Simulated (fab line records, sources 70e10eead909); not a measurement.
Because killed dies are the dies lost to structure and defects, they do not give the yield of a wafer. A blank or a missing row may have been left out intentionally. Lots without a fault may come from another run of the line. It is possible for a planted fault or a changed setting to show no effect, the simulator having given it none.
Which tool is to blame?    flow nand_harc    12 lots, 36 wafers sampled, at 3 steps of a route of 1159

== WHAT THE GAUGES SHOWED, per wafer ==
NHARC_P_BONDPAD_THK_MEAS_20: measures by xrf.
lot   measured      on             thk_nm (nm)
L076  day 7 00:57   film_metro-02  161.3 161.9 163.0
L077  day 7 06:08   film_metro-01  160.7 160.5 161.1
L079  day 7 15:57   film_metro-02  160.9 161.3 161.9
L080  day 7 23:07   film_metro-01  158.9 161.8 160.5
L082  day 8 20:25   film_metro-02  160.0 160.5 160.8
L084  day 8 23:49   film_metro-01  162.1 163.3 164.6
L087  day 9 17:14   film_metro-01  159.8 159.4 159.8
L089  day 10 10:10  film_metro-02  160.4 162.4 162.7
L091  day 10 23:37  film_metro-02  160.6 160.7 159.6
L093  day 11 08:07  film_metro-02  158.7 161.7 161.9
L095  day 11 16:10  film_metro-02  160.5 160.8 160.8
L097  day 12 15:44  film_metro-01  159.4 158.7 157.9

== WHICH TOOL RAN EACH LOT (tool, then ch and the chambers of the sampled wafers, then the start) ==
lot   NHARC_P_M1_DEGAS_29           NHARC_P_M1_PRE_CLEAN_30
L076  pvd_sputter-01, day 6 14:50   pvd_sputter-01, day 7 00:57 or earlier
L077  pvd_sputter-01, day 6 20:02   pvd_sputter-01, day 7 06:08 or earlier
L079  pvd_sputter-03, day 7 05:30   pvd_sputter-03, day 7 15:57 or earlier
L080  pvd_sputter-03, day 7 12:10   pvd_sputter-03, day 7 23:07 or earlier
L082  pvd_sputter-01, day 8 10:14   pvd_sputter-01, day 8 20:25 or earlier
L084  pvd_sputter-01, day 8 13:14   pvd_sputter-01, day 8 23:49 or earlier
L087  pvd_sputter-03, day 9 06:43   pvd_sputter-03, day 9 17:14 or earlier
L089  pvd_sputter-03, day 10 00:11  pvd_sputter-03, day 10 10:10 or earlier
L091  pvd_sputter-02, day 10 13:14  pvd_sputter-02, day 10 23:37 or earlier
L093  pvd_sputter-01, day 10 21:13  pvd_sputter-01, day 11 08:07 or earlier
L095  pvd_sputter-01, day 11 06:04  pvd_sputter-01, day 11 16:10 or earlier
L097  pvd_sputter-02, day 12 05:40  pvd_sputter-02, day 12 15:44 or earlier
- NHARC_P_M1_DEGAS_29: time 60 s.
- NHARC_P_M1_PRE_CLEAN_30: time 30 s.

== THE ANSWER, worked out from the rows above alone ==
Rule: the lots themselves supply what counts as usual. The widest of any qualifying gaps counts: lots, ordered by their means at a reading, are off when they make up no more than a third of the lots, leave a main group of 4 or more, and stand apart from it by 3 or more times the standard deviation of that group's means. A main group whose means are all the same, to the digits that the tables above print for the reading, isn't used. Also off: a lot with no number at a reading for which 4 or more lots have one. The other lots that the step has rows for count as sound.
Nothing can be told from this: no lot is off at any reading shown.

== WHAT THE SIMULATOR HAD INSERTED ==
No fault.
